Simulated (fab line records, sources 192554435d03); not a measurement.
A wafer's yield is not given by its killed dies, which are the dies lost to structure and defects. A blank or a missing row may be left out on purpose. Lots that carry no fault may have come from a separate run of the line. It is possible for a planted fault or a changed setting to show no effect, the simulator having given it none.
Chamber matching + flow n5_finfet + rie_diel-03 running N5_BEOL_M11_ETCH_61: 4 sister chambers
The step etches SiARC in CF4, target depth 39 nm, time 65 s. 14 wafers are shown with their chamber, then 7 later ones without.

## WAFERS WITH THEIR CHAMBER
| wafer  | chamber | drypump_motor_current_A (A) | throttle_valve_pct (%) | showerhead_plenum_p_Torr (Torr) |
|--------|---------|-----------------------------|------------------------|---------------------------------|
| L076.2 | 2       | 5.2                         | 15.50                  | 2.18                            |
| L076.4 | 0       | 5.6                         | 15.14                  | 2.19                            |
| L076.6 | 3       | 6.6                         | 15.66                  | 2.07                            |
| L078.3 | 1       | 5.9                         | 15.71                  | 2.12                            |
| L078.4 | 2       | 5.3                         | 15.48                  | 2.18                            |
| L078.5 | 2       | 5.3                         | 15.47                  | 2.18                            |
| L082.2 | 2       | 5.3                         | 15.51                  | 2.17                            |
| L082.3 | 1       | 5.9                         | 15.75                  | 2.12                            |
| L082.6 | 3       | 6.6                         | 15.67                  | 2.06                            |
| L087.3 | 3       | 6.6                         | 15.69                  | 2.06                            |
| L087.5 | 1       | 5.9                         | 15.75                  | 2.11                            |
| L087.6 | 2       | 5.2                         | 15.54                  | 2.17                            |
| L085.4 | 1       | 5.9                         | 15.74                  | 2.11                            |
| L085.5 | 3       | 6.6                         | 15.70                  | 2.06                            |

SIGNATURES, as means of the wafers listed above
| reading                  | chamber 0 | chamber 1 | chamber 2 | chamber 3 | scatter within a chamber |
|--------------------------|-----------|-----------|-----------|-----------|--------------------------|
| drypump_motor_current_A  | 5.600     | 5.900     | 5.260     | 6.600     | 0.0346                   |
| throttle_valve_pct       | 15.1400   | 15.7375   | 15.5000   | 15.6800   | 0.0225                   |
| showerhead_plenum_p_Torr | 2.1900    | 2.1150    | 2.1760    | 2.0625    | 0.00543                  |
Rule: for a wafer and a chamber, the distance is found by dividing, reading by reading, the gap between the wafer's reading and the chamber's mean by the reading's scatter, squaring, summing and taking the root. The wafer belongs to the nearest chamber; if the next one is less than 2 further off, it can't be placed. How the scatter is found: for the shown wafers, subtract from each reading the mean of its chamber, square and add these, divide the total by (wafers less chambers), then take the root.

## WAFERS WHOSE CHAMBER IS MISSING
| wafer  | drypump_motor_current_A (A) | throttle_valve_pct (%) | showerhead_plenum_p_Torr (Torr) |
|--------|-----------------------------|------------------------|---------------------------------|
| L085.6 | 5.6                         | 15.21                  | 2.19                            |
| L089.1 | 5.3                         | 15.54                  | 2.17                            |
| L089.4 | 5.5                         | 15.19                  | 2.19                            |
| L089.6 | 5.3                         | 15.55                  | 2.17                            |
| L096.2 | 5.6                         | 15.23                  | 2.18                            |
| L096.3 | 6.6                         | 15.73                  | 2.05                            |
| L096.5 | 5.2                         | 15.55                  | 2.16                            |

## WHICH CHAMBER EACH ONE RAN IN
| wafer  | from the rows above | in truth |
|--------|---------------------|----------|
| L085.6 | 0                   | 0        |
| L089.1 | 2                   | 2        |
| L089.4 | 0                   | 0        |
| L089.6 | 2                   | 2        |
| L096.2 | 0                   | 0        |
| L096.3 | 3                   | 3        |
| L096.5 | 2                   | 2        |
Correctly placed: 7 of 7. Can't be placed from these rows: 0. Number placed wrongly: 0.
